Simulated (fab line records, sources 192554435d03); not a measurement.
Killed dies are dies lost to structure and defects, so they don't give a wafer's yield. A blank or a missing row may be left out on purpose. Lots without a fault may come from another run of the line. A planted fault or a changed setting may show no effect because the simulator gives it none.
A struck lot beside a sound one | flow n5_finfet | 16 steps out of a route of 1938
Sound: wafers L552.3, L552.4, L552.6. Struck: wafer L543.6. (L543.2, L543.5 of the same lot were not struck and are left out.) The cause comes at the end.
At each step with rows: each side's tool, then ch and its chambers, then its first start. Under that, the readings that differ: sound wafers | struck wafers | difference of the means | sigmas: that difference in standard deviations of wafers without a fault.
alike: readings whose means differ by less than 2 such deviations, and words and numbers that are the same on both sides. not compared: withheld readings, readings that some wafer has no value for, bounds like >300 that may hide the same value, and numbers for which the record gives no deviation and whose values overlap.
The two part at a step that has a row with sigmas, a row that says differs or no value, or rows on one side only. Numbers that don't overlap but have no deviation are shown without sigmas and don't part them. A reading that every wafer of one side lacks parts them only if that side has two wafers or more.

first, 2 steps without rows for these wafers: N5_BEOL_M0_SAQP_SRD_93 (time 30 s); N5_BEOL_M0_SAQP_RECESS_114 (chemistry HF/NH3, target SiO2, target depth 14.4 nm, afs cycles 3, sublimation time 60 s).
N5_BEOL_M0_SAQP_SPACER1_ALD_98: deposits SiO2, target thk 12.8 nm, pulse time 1 s, purge time 2 s.
  sound on ald_sin-02 ch 0,2,3, day 9 06:38; struck on ald_sin-01 ch 3, day 6 20:09
  alike: heater_power_w, precursor_pulse_height_rel
N5_BEOL_M0_SAQP_SPACER1_ETCHBACK_99: etches SiO2 in CHF3/O2, target depth 15.4 nm, time 7.7 s.
  sound on rie_diel-04 ch 2,3, day 9 07:07; struck on rie_diel-06 ch 2, day 6 20:38
  reading               | sound          | struck | difference | sigmas
  oes_o_777_au (a.u.)   | 0.74 0.71 0.74 | 0.89   | +0.16      | +2
  oes_product_au (a.u.) | 0.72 0.67 0.72 | 0.92   | +0.22      | +3
  alike: drypump_motor_current_A, rf_vpp_V, showerhead_plenum_p_Torr, throttle_valve_pct
  not compared: rf_hours_counter_h
then, 1 step without rows for these wafers: N5_BEOL_M0_SAQP_MANDREL1_REMOVE_100 (chemistry HBr/Cl2/O2, target a-Si, stops on SiNx, bt time 10 s).
N5_BEOL_M0_SAQP_CD_MEAS_25: target cd 13.1 nm.
  sound on cd_sem-03 ch 0, day 9 07:19; struck on cd_sem-02 ch 0, day 6 20:49
  alike: cd_nm
N5_BEOL_M0_SAQP_ETCH_101: etches SiNx in CH3F/O2, target depth 29.9 nm, time 42.7 s.
  sound on rie_diel-06 ch 1,3, day 9 07:26; struck on rie_diel-02 ch 3, day 6 20:52
  reading            | sound             | struck | difference | sigmas
  rf_fwd_power_W (W) | 390.6 391.3 390.2 | 393.9  | +3.2       | +2
  alike: drypump_motor_current_A, oes_f_703_au, oes_o_777_au, oes_product_au, rf_vpp_V, showerhead_plenum_p_Torr, throttle_valve_pct
  not compared: rf_hours_counter_h
then, 1 step without rows for these wafers: N5_BEOL_M0_SAQP_ETCH_102 (etches SiO2 in CF4, target depth 4 nm, time 4.4 s).
N5_BEOL_M0_SAQP_MANDREL_ETCH_103: etches a-Si in HBr/Cl2, stops on SiCN, target depth 45 nm, bt time 10 s, time 27 s.
  sound on rie_si-06 ch 0,1, day 9 07:34; struck on rie_si-01 ch 1, day 6 21:00
  reading                     | sound       | struck | difference | sigmas
  drypump_motor_current_A (A) | 5.2 5.9 5.9 | 6.7    | +1.0       | +2
  alike: HBr_flow_sccm, oes_product_au, rf_fwd_power_W, throttle_valve_pct
  not compared: rf_hours_counter_h
then, 2 steps without rows for these wafers: N5_BEOL_M0_SAQP_RECESS_104 (chemistry HF/NH3, target SiO2, target depth 18 nm, afs cycles 3, sublimation time 60 s); N5_BEOL_M0_SAQP_COAT_105 (time 60 s, resist thk 100 nm).
N5_BEOL_M0_SAQP_ETCH_106: etches SOC in N2/H2, stops on SiNx, target depth 150 nm.
  sound on rie_diel-04 ch 1,2,3, day 9 08:08; struck on rie_diel-06 ch 3, day 6 21:32
  alike: drypump_motor_current_A, oes_product_au, rf_fwd_power_W, rf_vpp_V, showerhead_plenum_p_Torr, throttle_valve_pct
  not compared: rf_hours_counter_h
N5_BEOL_M0_SAQP_ETCH_107: etches SiNx in CH3F/O2, target depth 30 nm.
  sound on rie_diel-04 ch 1,2,3, day 9 08:11; struck on rie_diel-06 ch 3, day 6 21:35
  reading                                  | sound             | struck | difference | sigmas
  oes_f_703_au (a.u.)                      | 0.68 0.75 0.72    | 0.53   | -0.19      | -2
  rf_fwd_power_W (W)                       | 391.3 391.1 392.7 | 295.4  | -96.3      | -57
  rf_vpp_V (V)                             | 291 292 300       | 329    | +35        | +5
  model.BEOL_M0_SAQP.feature_depth_nm (nm) | 27.8 29.2 29.2    | 27.6   | -1.1       |
  alike: drypump_motor_current_A, oes_o_777_au, oes_product_au, showerhead_plenum_p_Torr, throttle_valve_pct
  not compared: rf_hours_counter_h
then, 1 step without rows for these wafers: N5_BEOL_M0_SAQP_STRIP_108 (strips in N2/H2).
-- the record jumps here: 2 days lie between the struck wafers' starts before and after (it left off in module BEOL_M0_SAQP and takes up again in module BEOL_M4, whose first step shown is number 1111 of the route) --
N5_BEOL_M4_RC_MEAS_101:
  sound on prober-01 ch 0, day 12 17:08; struck on prober-01 ch 0, day 9 09:22
  alike: DIBL_N, DIBL_P, IOFF_N, IOFF_P, ION_N, ION_P, SS_N, SS_P, VT_N, VT_P
then, 1 step without rows for these wafers: N5_PASSIVATION_PROBE_49.

WHERE THEY PART
First at N5_BEOL_M0_SAQP_SPACER1_ETCHBACK_99; last, within this record, at N5_BEOL_M0_SAQP_ETCH_107. Later steps at which nothing parts them and some readings are alike: N5_BEOL_M4_RC_MEAS_101.

WHY: what the simulator had put in
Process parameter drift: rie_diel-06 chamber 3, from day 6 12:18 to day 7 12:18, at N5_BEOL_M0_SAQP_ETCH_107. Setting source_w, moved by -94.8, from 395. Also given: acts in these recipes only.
